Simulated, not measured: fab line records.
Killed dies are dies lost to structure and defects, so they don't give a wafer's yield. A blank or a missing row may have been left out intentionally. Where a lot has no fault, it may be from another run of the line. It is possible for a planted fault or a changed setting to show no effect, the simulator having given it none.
Matching of chambers	flow n5 finfet	N5_BEOL_M10_STRIP_36 on rie diel-01 has 4 sister chambers
The step strips in N2/H2. 8 wafers are shown with their chamber, then 8 later ones without.

== EACH WAFER AND ITS CHAMBER ==
wafer	chamber	drypump motor current A (A)	throttle valve pct (%)
L076.6	1	6.6	24.2
L085.4	2	6.6	23.6
L090.2	3	5.1	23.1
L090.5	2	6.6	23.6
L092.3	0	5.5	24.0
L092.5	3	5.1	23.1
L092.6	0	5.4	24.0
L094.1	1	6.6	24.3

== WAFERS WHOSE CHAMBER IS MISSING ==
wafer	drypump motor current A (A)	throttle valve pct (%)
L094.5	5.4	24.0
L094.6	6.6	24.3
L096.1	5.2	23.2
L096.2	5.5	24.0
L096.6	6.7	24.3
L097.2	5.1	23.2
L097.3	5.5	24.0
L097.5	5.5	24.0

== CHAMBER TAKEN BY EACH ==
wafer	from the rows above	in truth
L094.5	0	0
L094.6	1	1
L096.1	3	3
L096.2	0	0
L096.6	1	1
L097.2	3	3
L097.3	0	0
L097.5	0	0
Correctly placed: 8 of 8. From these rows, 0 cannot be placed. Wrongly placed: 0.
How it was worked out, from the rows above alone: a wafer's distance from a chamber is the root of the sum, over the readings, of the square of ((its reading less the chamber's mean) divided by the reading's scatter). The wafer belongs to the nearest chamber; if the next one is less than 2 further off, it can't be placed. The mean given for a chamber averages the wafers shown for that chamber. How the scatter is found: for the shown wafers, subtract from each reading the mean of its chamber, square and add these, divide the total by (wafers less chambers), then take the root.
